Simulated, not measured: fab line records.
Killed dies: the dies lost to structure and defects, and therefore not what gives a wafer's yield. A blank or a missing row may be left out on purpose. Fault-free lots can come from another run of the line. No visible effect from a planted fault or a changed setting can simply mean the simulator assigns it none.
fab line records | flow n5-finfet
[record] lots = 7 wafers = 21
route steps=1938 shown BEOL_M10@1496 BEOL_M11@1578 BEOL_M12@1605 BEOL_M13@1661
start-h: hours from the record's first day to the start of the lot's first wafer shown | wait-h: hours from the lot's prior step to this one | " same as the row above | L1.1+2: a row that stands for several wafers | - no value present, or no start provided | * or withheld: withheld | < > ~ a bound
route shown NAME@n: NAME is a module with steps in the file, n the number in the route of the first one | usual: mean/standard deviation taken from wafers without a fault | same: alike in all rows | chamber/n: place in a boat | sites: readings site by site | _std_site: standard deviation across them | _edge_site: inner sites' mean taken away from outer sites' mean | radius-mm: for every site, how far away it sits from the centre of the wafer | mask NAME#n: copy n | behind: the last tool/chamber to shape the wafer | hold: reason for holding the lot/hours on hold/outcome of the hold | device: the n, p or np transistor that did not switch | end of line: tests of these same wafers at the route's end | a step without rows: its recipe alone | killed: dies lost to structure and defects at the first sort, not the wafer's yield | map: per-die view of a wafer (x killed, . not killed, _ where there is no die)
set.NAME: the setting as run; set.NAME@STEP: as run at that earlier step | model.NAME: the simulator's own value behind a step, which no gauge read
lots whose settings were changed on purpose; a table a step, a row a wafer
[[steps]]
[step N5_BEOL_M10_COAT_22]
[recipe] resist = CAR-ArF spin-rpm = 1500 resist-thk-nm = 90
// columns lot.wafer tool chamber start-h wait-h set.spin-rpm model.CAR-ArF_of_BEOL_M10_COAT_22.thk-nm
L074.1 litho-track-05 0 - - 1656 86
L074.3+4 " 0 " " 1500 90.2
L077.2 litho-track-05 0 - - 1618 87
L077.3 " 0 " " 1500 90.2
L077.6 " 0 " " 1618 86.8
L078.1+6 litho-track-05 0 - - 1652 85.6
L078.2 " 0 " " 1500 90.2
L080.2 litho-track-05 0 - - 1500 90.2
L080.3 " 0 " " 1550 88.6
L080.5 " 0 " " 1550 89
L082.2 litho-track-01 0 - - 1500 90.4
L082.3 " 0 " " 1500 90
L082.5 " 0 " " 1500 90.2
L086.1 litho-track-01 0 - - 1423 92.6
L086.5 " 0 " " 1423 92.4
L086.6 " 0 " " 1500 90
L095.1 litho-track-01 0 - - 1603 87
L095.3+4 " 0 " " 1603 87.2
[step N5_BEOL_M10_EBR_24]
[recipe] solvent = PGMEA ebr-width-mm = 1.5
[step N5_BEOL_M10_SOFTBAKE_23]
[recipe] temp-c = 110 time-s = 60 resist = CAR-ArF
[step N5_BEOL_M10_EXPOSE_25]
[recipe] mask-id = V9 na = 1.35 source-shape = annular sigma-inner = 0.5 sigma-outer = 0.8 polarization = unpolarized dose-mj = 85.5
[step N5_BEOL_M10_PEB_26]
[recipe] peb-temp-c = withheld peb-time-s = 60 resist = CAR-ArF
[step N5_BEOL_M10_DEVELOP_27]
[recipe] develop-time-s = 30 developer = TMAH resist = CAR-ArF rinse-liquid = diw dry = air-spin dev-temp-c = 23
// columns lot.wafer tool chamber start-h wait-h set.spin-rpm@BEOL_M10_COAT_22 model.CAR-ArF_of_BEOL_M10_COAT_22.thk-nm
L074.1 litho-track-01 0 - - 1656 84.2
L074.3+4 " 0 " " 1500 88.6
L077.2 litho-track-01 0 - - 1618 85.2
L077.3 " 0 " " 1500 88.6
L077.6 " 0 " " 1618 85
L078.1+6 litho-track-05 0 - - 1652 84
L078.2 " 0 " " 1500 88.6
L080.2 litho-track-01 0 - - 1500 88.4
L080.3 " 0 " " 1550 87
L080.5 " 0 " " 1550 87.2
L082.2 litho-track-05 0 - - 1500 88.6
L082.3+5 " 0 " " 1500 88.4
L086.1 litho-track-01 0 - - 1423 91
L086.5 " 0 " " 1423 90.8
L086.6 " 0 " " 1500 88.4
L095.1+3+4 litho-track-01 0 - - 1603 85.4
[step N5_BEOL_M10_DESCUM_33]
[recipe] chemistry = O2 time-s = 7.9 source-power-w = 50 bias-power-w = 20 pressure-mtorr = 20 rf-frequency-hz = 2.712e+07 temp-c = 40 resist = CAR-ArF o2-flow-sccm = 225
[step N5_BEOL_M10_ETCH_65]
[recipe] chemistry = CF4 target = SiARC target-depth-a = 390 mask-material = CAR-ArF time-s = 65 ion-energy-ev = 80 pressure-mtorr = 40 source-w = 545 bias-w = 36 Ar_flow_sccm = 100 cf4-flow-sccm = 100 ends = cleared
// columns lot.wafer tool chamber start-h wait-h set.spin-rpm@BEOL_M10_COAT_22 model.CAR-ArF_of_BEOL_M10_COAT_22.thk-nm
L074.1 rie-diel-02 1 257.80 0.0 1656 51.4
L074.3+4 " 0 " " 1500 55.8
L077.2 rie-diel-04 3 302.30 0.0 1618 52.4
L077.3 " 2 " " 1500 55.8
L077.6 " 3 " " 1618 52.2
L078.1 rie-diel-04 2 311.83 0.0 1652 51
L078.2 " 0 " " 1500 55.6
L078.6 " 2 " " 1652 50.8
L080.2 rie-diel-05 2 320.79 0.0 1500 55.4
L080.3 " 0 " " 1550 54.2
L080.5 " 0 " " 1550 54.4
L082.2 rie-diel-04 1 331.83 0.0 1500 55.8
L082.3+5 " 0,1 " " 1500 55.6
L086.1 rie-diel-02 3 346.03 0.0 1423 58.2
L086.5 " 2 " " 1423 58
L086.6 " 3 " " 1500 55.4
L095.1 rie-diel-04 3 432.35 0.0 1603 52.4
L095.3+4 " 0,1 " " 1603 52.6
[step N5_BEOL_M10_ETCH_66]
[recipe] chemistry = N2/H2 target = SOC target-depth-a = 1200 overetch-a = 240 mask-material = SiARC temp-c = 40 time-s = 180 ion-energy-ev = 200 pressure-mtorr = 30 source-w = 840 bias-w = 150 n2-flow-sccm = 200 h2-flow-sccm = 200
// columns lot.wafer tool chamber start-h wait-h set.spin-rpm@BEOL_M10_COAT_63 model.etch.depth-nm
L074.1 rie-diel-02 1 257.85 0.0 1340 106.2
L074.3 " 0 " " 1500 100.4
L074.4 " 0 " " 1500 100.6
L077.2 rie-diel-04 3 302.35 0.0 1366 104.4
L077.3 " 2 " " 1500 99.69
L077.6 " 3 " " 1366 104.6
L078.1+2 rie-diel-04 2,0 311.88 0.0 1500 100.3
L078.6 " 2 " " 1402 103.9
L080.2+3 rie-diel-05 2,0 320.84 0.0 1649 95.53
L080.5 " 0 " " 1500 100.3
L082.2+3+5 rie-diel-04 1,0,1 331.88 0.0 1500 100.1
L086.1 rie-diel-02 3 346.08 0.0 1500 100.2
L086.5 " 2 " " 1339 105.9
L086.6 " 3 " " 1500 100.1
L095.1 rie-diel-04 3 432.40 0.0 1612 96.13
L095.3 " 0 " " 1500 99.84
L095.4 " 1 " " 1500 100.4
[step N5_BEOL_M10_STRIP_69]
[recipe] chemistry = N2/H2 temp-c = 40 n2-flow-sccm = 200 h2-flow-sccm = 200 rf-frequency-hz = 6e+07
[step N5_BEOL_M10_VIA_ETCH_34]
[recipe] chemistry = C4F6/O2 target = SiCOH_lowk target-depth-a = 1845 mask-material = SOC taper-deg = 4 time-s = 69.2 ion-energy-ev = 250 pressure-mtorr = 30 source-w = 345 bias-w = 185 Ar_flow_sccm = 300 C4F6_flow_sccm = 10 O2_flow_sccm = 10
// columns lot.wafer tool chamber start-h wait-h set.spin-rpm@BEOL_M10_COAT_63 model.SOC_of_BEOL_M10_COAT_63.thk-nm
L074.1 rie-diel-02 1 257.97 0.0 1340 98.2
L074.3 " 0 " " 1500 92.2
L074.4 " 0 " " 1500 92.4
L077.2 rie-diel-04 3 302.48 0.0 1366 96.2
L077.3 " 2 " " 1500 91.6
L077.6 " 3 " " 1366 96.6
L078.1 rie-diel-04 2 312.00 0.0 1500 92.4
L078.2 " 0 " " 1500 92
L078.6 " 2 " " 1402 96
L080.2 rie-diel-05 2 320.97 0.0 1649 87.6
L080.3 " 0 " " 1649 87.4
L080.5 " 0 " " 1500 92.2
L082.2+5 rie-diel-04 1 332.01 0.0 1500 92.2
L082.3 " 0 " " 1500 91.8
L086.1 rie-diel-02 3 346.21 0.0 1500 92.2
L086.5 " 2 " " 1339 98
L086.6 " 3 " " 1500 92
L095.1 rie-diel-04 3 432.52 0.0 1612 88
L095.3 " 0 " " 1500 91.8
L095.4 " 1 " " 1500 92.4
[step N5_BEOL_M11_TRENCH_ETCH_37]
[recipe] chemistry = C4F6/O2 target-depth-a = 1488.3 target = SiCOH_lowk time-s = 48 ion-energy-ev = 250 pressure-mtorr = 30 source-w = 345 bias-w = 185 Ar_flow_sccm = 300 C4F6_flow_sccm = 10 O2_flow_sccm = 10
// columns lot.wafer tool chamber start-h wait-h set.time-s model.BEOL_M11.feature-depth-nm model.etch.depth-nm model.TiN_of_BEOL_M11_HM_DEP_02.thk-nm
L074.1 rie-diel-03 1 - - 48 150 150 16
L074.3 " 3 " " 48 149.6 149.7 16
L074.4 " 2 " " 58.66 179.2 179.1 15.2
L077.2 rie-diel-03 2 - - 48 145.8 145.7 15.6
L077.3 " 1 " " 51.95 160 160 15.4
L077.6 " 3 " " 48 147 146.9 15.6
L078.1 rie-diel-03 3 - - 38.08 117.8 117.7 16.8
L078.2 " 2 " " 48 147.8 147.7 16
L078.6 " 0 " " 48 146.4 146.3 15.8
L080.2 rie-diel-06 1 - - 48 150.6 150.7 16.2
L080.3 " 0 " " 48 151.8 151.8 15.8
L080.5 " 2 " " 48 148 148.1 16.2
L082.2 rie-diel-06 2 - - 48 146.2 146.2 16.2
L082.3 " 3 " " 48 147.4 147.4 16.2
L082.5 " 1 " " 48 150.6 150.5 16
L086.1 rie-diel-06 0 - - 51.2 158.8 158.9 15.8
L086.5 " 0 " " 48 149.6 149.5 16
L086.6 " 1 " " 51.2 159.4 159.3 15.8
L095.1 rie-diel-01 0 - - 45.19 136.4 136.4 16.4
L095.3 " 3 " " 48 148.4 148.3 15.8
L095.4 " 1 " " 45.19 137.2 137.2 16.2
[step N5_BEOL_M11_ETCH_41]
[recipe] chemistry = CH3F/O2 target = SiCN target-depth-a = 426 taper-deg = 2 time-s = 86 ion-energy-ev = 120 mask-material = TiN pressure-mtorr = 30 source-w = 395 bias-w = 75 Ar_flow_sccm = 150 CH3F_flow_sccm = 30 O2_flow_sccm = 20
// columns lot.wafer tool chamber start-h wait-h set.time-s model.etch.depth-nm
L074.1 rie-diel-03 1 - - 101 38.85
L074.3 " 3 " " 101 38.32
L074.4 " 2 " " 86 32.37
L077.2 rie-diel-03 2 - - 105.2 39.31
L077.3 " 1 " " 86 32.64
L077.6 " 3 " " 86 32.74
L078.1 rie-diel-03 3 - - 86 32.69
L078.2 " 2 " " 86 32.57
L078.6 " 0 " " 86 32.09
L080.2 rie-diel-06 1 - - 91.95 35.32
L080.3 " 0 " " 86 33.29
L080.5 " 2 " " 86 31.87
L082.2 rie-diel-06 2 - - 86 32.18
L082.3 " 3 " " 86 32.51
L082.5 " 1 " " 86 33.07
L086.1 rie-diel-06 0 - - 86 33.1
L086.5 " 0 " " 86 32.95
L086.6 " 1 " " 86 32.91
L095.1 rie-diel-01 0 - - 86 32.21
L095.3 " 3 " " 76.75 29.03
L095.4 " 1 " " 76.75 28.65
[step N5_BEOL_M11_STRIP_77]
[recipe] chemistry = N2/H2 time-s = 10 power-w = 450 temp-c = 40 pressure-mtorr = 20 rf-frequency-hz = 6e+07 bias-power-w = 7 n2-flow-sccm = 200 h2-flow-sccm = 200
[step N5_BEOL_M11_OCD_MEAS_38]
[usual] trench-depth-nm = 148.5/2.2
// columns lot.wafer tool chamber start-h wait-h set.time-s@BEOL_M11_TRENCH_ETCH_37 trench-depth-nm
L074.1 ocd-01 - 264.91 - 48 150.0
L074.3 " - " " 48 149.8
L074.4 " - " " 58.66 178.9
L077.2 ocd-01 - 312.28 - 48 145.6
L077.3 " - " " 51.95 159.9
L077.6 " - " " 48 147.0
L078.1 ocd-01 - 321.37 - 38.08 117.3
L078.2 " - " " 48 147.8
L078.6 " - " " 48 146.4
L080.2 ocd-02 - 329.20 - 48 150.7
L080.3 " - " " 48 151.7
L080.5 " - " " 48 147.9
L082.2 ocd-02 - 341.05 - 48 146.3
L082.3 " - " " 48 147.5
L082.5 " - " " 48 150.7
L086.1 ocd-01 - 353.66 - 51.2 159.1
L086.5 " - " " 48 149.8
L086.6 " - " " 51.2 160.2
L095.1 ocd-01 - 441.64 - 45.19 136.1
L095.3 " - " " 48 148.6
L095.4 " - " " 45.19 137.0
[step N5_BEOL_M11_HM_STRIP_39]
[recipe] chemistry = peroxide-tin-strip material = TiN target-depth-a = 250 temp-c = 50 time-s = 158
[step N5_BEOL_M11_SRD_40]
[recipe] time-s = 30 temp-c = 23 rinse-liquid = diw dry = ipa-marangoni
[step N5_BEOL_M11_ECD_50]
[recipe] material = Cu target-thk-a = 3180
[step N5_BEOL_M11_ANNEAL_51]
[recipe] temp-c = 225 time-s = 90 ambient = N2
[step N5_BEOL_M11_CMP_52]
[recipe] stop-on = SiCOH_lowk t-overpolish-s = 7 down-force-psi = 1 platen-rpm = 50 clearing-platen-down-force-psi = 1.5 clearing-platen-rpm = 50 post-cmp-clean = cu-alkaline target-thk-nm = 140 clearing-platen-pad-velocity-m-s = 0.99484 pad-velocity-m-s = 0.99484
// columns lot.wafer tool chamber start-h wait-h set.time-s@BEOL_M11_TRENCH_ETCH_37 model.Cu_of_BEOL_M11_ECD_50.thk-nm
L074.1 cmp-03 2 268.69 0.4 48 140.8
L074.3 " 3 " " 48 140
L074.4 " 0 " " 58.66 169.4
L077.3 cmp-04 3 314.64 0.2 51.95 151.2
L077.2 " 1 " " 48 136.6
L077.6 " 3 " " 48 138.8
L078.2 cmp-03 1 323.87 0.3 48 136.4
L078.1 " 2 " " 38.08 106
L078.6 " 3 " " 48 136
L080.2 cmp-03 2 331.34 0.2 48 140.2
L080.3 " 3 " " 48 142.6
L080.5 " 1 " " 48 137.6
L082.3 cmp-04 2 344.23 0.3 48 139
L082.2 " 3 " " 48 137
L082.5 " 1 " " 48 142
L086.1+6 cmp-03 3,1 356.54 0.4 51.2 150.6
L086.5 " 0 " " 48 141
L095.1+4 cmp-01 3,1 443.87 0.3 45.19 126.6
L095.3 " 2 " " 48 139.2
[step N5_BEOL_M11_THK_MEAS_53]
[recipe] thk-meas-gauge = xrf reads = Cu_of_BEOL_M11_ECD_50
[usual] M11_THK = 140.6/2.7
// columns lot.wafer tool chamber start-h wait-h set.time-s@BEOL_M11_TRENCH_ETCH_37 M11_THK[nm]
L074.1 film-metro-01 - 268.98 - 48 142.2
L074.3 " - " " 48 141.7
L074.4 " - " " 58.66 171.3
L077.2 film-metro-01 - 314.90 - 48 141.6
L077.3 " - " " 51.95 156.0
L077.6 " - " " 48 143.6
L078.1 film-metro-01 - 324.09 - 38.08 108.8
L078.2 " - " " 48 139.9
L078.6 " - " " 48 139.3
L080.2 film-metro-02 - 331.60 - 48 139.0
L080.3 " - " " 48 141.8
L080.5 " - " " 48 136.2
L082.2 film-metro-02 - 344.45 - 48 136.7
L082.3 " - " " 48 138.2
L082.5 " - " " 48 141.6
L086.1 film-metro-01 - 356.72 - 51.2 153.0
L086.5 " - " " 48 143.1
L086.6 " - " " 51.2 152.8
L095.1 film-metro-01 - 444.17 - 45.19 127.4
L095.3 " - " " 48 140.0
L095.4 " - " " 45.19 127.8
[step N5_BEOL_M11_PRE_CLEAN_55]
[recipe] gas = NH3 time-s = 15 temp-c = withheld rf-power-w = 300
[step N5_BEOL_M11_DEP_56]
[recipe] material = SiCN target-thk-a = 300 temp-c = withheld precursor = 3MS/NH3 pressure-torr = 3 rf-w = 675 time-s = 10.5
[step N5_BEOL_M11_RS_MEAS_57]
[recipe] thk-meas-gauge = four-point-probe reads = Cu_of_BEOL_M11_ECD_50+Co_of_BEOL_M11_CVD_75+TaN_of_BEOL_M11_ALD_74
[usual] M11_RS = 0.1518/0.0029
// columns lot.wafer tool chamber start-h wait-h set.time-s@BEOL_M11_TRENCH_ETCH_37 M11_RS[ohm/sq]
L074.1 film-metro-01 - 269.11 0.0 48 0.1503
L074.3 " - " " 48 0.1513
L074.4 " - " " 58.66 0.1226
L077.2 film-metro-01 - 315.02 0.0 48 0.1555
L077.3 " - " " 51.95 0.1388
L077.6 " - " " 48 0.1523
L078.1 film-metro-01 - 324.21 0.0 38.08 0.2062
L078.2 " - " " 48 0.1552
L078.6 " - " " 48 0.1559
L080.2 film-metro-02 - 331.73 0.0 48 0.1504
L080.3 " - " " 48 0.1474
L080.5 " - " " 48 0.1538
L082.2 film-metro-02 - 344.57 0.0 48 0.1543
L082.3 " - " " 48 0.1519
L082.5 " - " " 48 0.1487
L086.1 film-metro-02 - 356.85 0.0 51.2 0.1391
L086.5 " - " " 48 0.1495
L086.6 " - " " 51.2 0.1394
L095.1 film-metro-01 - 444.29 0.0 45.19 0.1688
L095.3 " - " " 48 0.1522
L095.4 " - " " 45.19 0.1684
[step N5_BEOL_M12_COAT_04]
[recipe] spin-rpm = 1625 resist-thk-nm = 400
// columns lot.wafer tool chamber start-h wait-h set.spin-rpm model.coat_of_BEOL_M12_COAT_04.thk-nm
L074.1 litho-track-05 0 - - 1625 399.2
L074.3 " 0 " " 1625 399
L074.4 " 0 " " 1625 398.8
L077.2+3 litho-track-04 0 - - 1625 401.6
L077.6 " 0 " " 1625 402.8
L078.1 litho-track-02 0 - - 1773 381.8
L078.2 " 0 " " 1625 399.6
L078.6 " 0 " " 1773 382.4
L080.2 litho-track-02 0 - - 1625 402.8
L080.3 " 0 " " 1503 418
L080.5 " 0 " " 1625 401.4
L082.2 litho-track-04 0 - - 1625 401.6
L082.3 " 0 " " 1625 401.8
L082.5 " 0 " " 1625 402.2
L086.1 litho-track-04 0 - - 1625 400
L086.5 " 0 " " 1625 399.4
L086.6 " 0 " " 1625 399.6
L095.1+3 litho-track-02 0 - - 1625 401.2
L095.4 " 0 " " 1478 420
[step N5_BEOL_M12_DESCUM_15]
[recipe] chemistry = O2 time-s = 7.9 source-power-w = 50 bias-power-w = 20 pressure-mtorr = 20 rf-frequency-hz = 2.712e+07 temp-c = 40 o2-flow-sccm = 225
// columns lot.wafer tool chamber start-h wait-h set.time-s
L074.1+3 rie-diel-04 1,3 269.82 0.0 7.9
L074.4 " 0 " " 8.515
L077.2+3 rie-diel-04 0,1 315.62 0.0 7.9
L077.6 " 3 " " 9.614
L078.1+2+6 rie-diel-04 0,1,2 324.94 0.0 7.9
L080.2 rie-diel-02 0 332.32 0.0 7.9
L080.3+5 " 1 " " 6.52
L082.2+3+5 rie-diel-02 2,1,0 345.16 0.0 7.9
L086.1 rie-diel-02 2 357.60 0.1 7.9
L086.5+6 " 0,1 " " 7.172
L095.1+3 rie-diel-05 2,0 444.88 0.0 7.303
L095.4 " 1 " " 7.9
[step N5_BEOL_M12_ETCH_59]
[recipe] chemistry = N2/H2 target = BARC target-depth-a = 890 overetch-a = 267 time-s = 67.9 ion-energy-ev = 200 pressure-mtorr = 30 source-w = 840 bias-w = 150 n2-flow-sccm = 200 h2-flow-sccm = 200
// columns lot.wafer tool chamber start-h wait-h set.spin-rpm@BEOL_M12_COAT_04 model.coat_of_BEOL_M12_COAT_04.thk-nm
L074.1 rie-diel-04 1 269.86 0.0 1625 317.6
L074.3 " 3 " " 1625 317.4
L074.4 " 0 " " 1625 315
L077.2+6 rie-diel-04 0,3 315.66 0.0 1625 317.4
L077.3 " 1 " " 1625 319.2
L078.1 rie-diel-04 0 324.97 0.0 1773 298.2
L078.2 " 1 " " 1625 318.2
L078.6 " 2 " " 1773 300.8
L080.2 rie-diel-02 0 332.35 0.0 1625 322
L080.3 " 1 " " 1503 337.2
L080.5 " 1 " " 1625 320.8
L082.2 rie-diel-02 2 345.19 0.0 1625 320
L082.3 " 1 " " 1625 319.6
L082.5 " 0 " " 1625 320.8
L086.1 rie-diel-02 2 357.63 0.0 1625 318.4
L086.5 " 0 " " 1625 318.2
L086.6 " 1 " " 1625 317.8
L095.1 rie-diel-05 2 444.91 0.0 1625 318
L095.3 " 0 " " 1625 320
L095.4 " 1 " " 1478 337.8
[step N5_BEOL_M12_VIA_ETCH_16]
[recipe] chemistry = C4F8/O2/Ar target = SiOC pressure-mtorr = 30 source-w = 3000 bias-w = 700 Ar_flow_sccm = 400 C4F8_flow_sccm = 15 O2_flow_sccm = 8 he-inner-torr = 15 he-outer-torr = 30 target-depth-a = 7248 time-s = withheld ion-energy-ev = 250 ends = cleared
[step N5_BEOL_M12_STRIP_63]
[recipe] chemistry = N2/H2 power-w = 1000 temp-c = 250 h2-frac = 0.65 overash-fraction = 0.3 pressure-mtorr = 1000 n2-flow-sccm = 1750 h2-flow-sccm = 3250
[usual] strip-time-to-endpoint-s = 42.7/0.71
// columns lot.wafer tool chamber start-h wait-h set.spin-rpm@BEOL_M12_COAT_04 strip-time-to-endpoint-s
L074.1 plasma-asher-02 1 270.11 - 1625 43.4
L074.3 " 1 " " 1625 43.7
L074.4 " 0 " " 1625 42.2
L077.2 plasma-asher-01 0 315.91 - 1625 42.8
L077.3 " 1 " " 1625 43.4
L077.6 " 1 " " 1625 41.9
L078.1 plasma-asher-01 0 325.22 - 1773 37.4
L078.2 " 1 " " 1625 42.5
L078.6 " 0 " " 1773 36.6
L080.2 plasma-asher-02 0 332.60 - 1625 43.2
L080.3 " 1 " " 1503 47.6
L080.5 " 1 " " 1625 42.3
L082.2 plasma-asher-02 0 345.44 - 1625 44.1
L082.3 " 1 " " 1625 44.3
L082.5 " 0 " " 1625 44.3
L086.1 plasma-asher-01 0 357.88 - 1625 43.5
L086.5 " 0 " " 1625 42.8
L086.6 " 1 " " 1625 42.6
L095.1 plasma-asher-01 0 445.17 - 1625 43.4
L095.3 " 1 " " 1625 43.6
L095.4 " 0 " " 1478 47.9
[step N5_BEOL_M13_COAT_58]
[recipe] resist = BARC temp-c = 205 time-s = 60 spin-rpm = 1500 resist-thk-nm = 89
// columns lot.wafer tool chamber start-h wait-h set.spin-rpm model.BARC_of_BEOL_M13_COAT_58.thk-nm
L074.1 litho-track-03 0 275.79 0.0 1500 89.4
L074.3 " 0 " " 1366 93.4
L074.4 " 0 " " 1500 89.2
L077.2+3+6 litho-track-03 0 319.77 0.0 1591 86.6
L078.1+2+6 litho-track-01 0 332.49 0.0 1500 89.4
L080.2+5 litho-track-03 0 335.97 0.0 1500 89
L080.3 " 0 " " 1372 93.2
L082.2+3+5 litho-track-01 0 350.10 0.0 1500 89.4
L086.1 litho-track-01 0 362.54 0.0 1500 89.4
L086.5 " 0 " " 1543 87.8
L086.6 " 0 " " 1500 89
L095.1+3+4 litho-track-04 0 450.43 0.0 1500 89.2
[[key]]
[split] step = N5_BEOL_M10_COAT_22 setting = spin-rpm stated = 1500 by = wafer
[response] step = N5_BEOL_M10_COAT_22 reading = model.CAR-ArF_of_BEOL_M10_COAT_22.thk-nm change = -0.431 per = 1% r = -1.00
[response] step = N5_BEOL_M10_DEVELOP_27 reading = model.CAR-ArF_of_BEOL_M10_COAT_22.thk-nm change = -0.442 per = 1% r = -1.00
[response] step = N5_BEOL_M10_ETCH_65 reading = model.CAR-ArF_of_BEOL_M10_COAT_22.thk-nm change = -0.446 per = 1% r = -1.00
[split] step = N5_BEOL_M11_TRENCH_ETCH_37 setting = time-s stated = 48 by = wafer
[response] step = N5_BEOL_M11_TRENCH_ETCH_37 reading = model.BEOL_M11.feature-depth-nm change = +1.41 per = 1% r = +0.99
[response] step = N5_BEOL_M11_TRENCH_ETCH_37 reading = model.etch.depth-nm change = +1.41 per = 1% r = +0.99
[response] step = N5_BEOL_M11_TRENCH_ETCH_37 reading = model.TiN_of_BEOL_M11_HM_DEP_02.thk-nm change = -0.0396 per = 1% r = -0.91
[response] step = N5_BEOL_M11_OCD_MEAS_38 reading = trench-depth-nm change = +1.42 per = 1% r = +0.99
[response] step = N5_BEOL_M11_CMP_52 reading = model.Cu_of_BEOL_M11_ECD_50.thk-nm change = +1.42 per = 1% r = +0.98
[response] step = N5_BEOL_M11_THK_MEAS_53 reading = M11_THK change = +1.44 per = 1% r = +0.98
[response] step = N5_BEOL_M11_RS_MEAS_57 reading = M11_RS change = -0.00184 per = 1% r = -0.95
[split] step = N5_BEOL_M11_ETCH_41 setting = time-s stated = 86 by = wafer
[response] step = N5_BEOL_M11_ETCH_41 reading = model.etch.depth-nm change = +0.322 per = 1% r = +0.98
[split] step = N5_BEOL_M12_COAT_04 setting = spin-rpm stated = 1625 by = wafer
[response] step = N5_BEOL_M12_COAT_04 reading = model.coat_of_BEOL_M12_COAT_04.thk-nm change = -2.03 per = 1% r = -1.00
[response] step = N5_BEOL_M12_ETCH_59 reading = model.coat_of_BEOL_M12_COAT_04.thk-nm change = -2.08 per = 1% r = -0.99
[response] step = N5_BEOL_M12_STRIP_63 reading = strip-time-to-endpoint-s change = * per = 1% r = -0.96
[split] step = N5_BEOL_M12_DESCUM_15 setting = time-s stated = 7.9 by = wafer
response none clear
[split] step = N5_BEOL_M13_COAT_58 setting = spin-rpm stated = 1500 by = wafer
[response] step = N5_BEOL_M13_COAT_58 reading = model.BARC_of_BEOL_M13_COAT_58.thk-nm change = -0.476 per = 1% r = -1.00
split outside-this-file step=N5_BEOL_M10_COAT_63 setting=spin-rpm
// split outside-this-file: this setting was split too, and the file shows its column; the key of that split is in another file
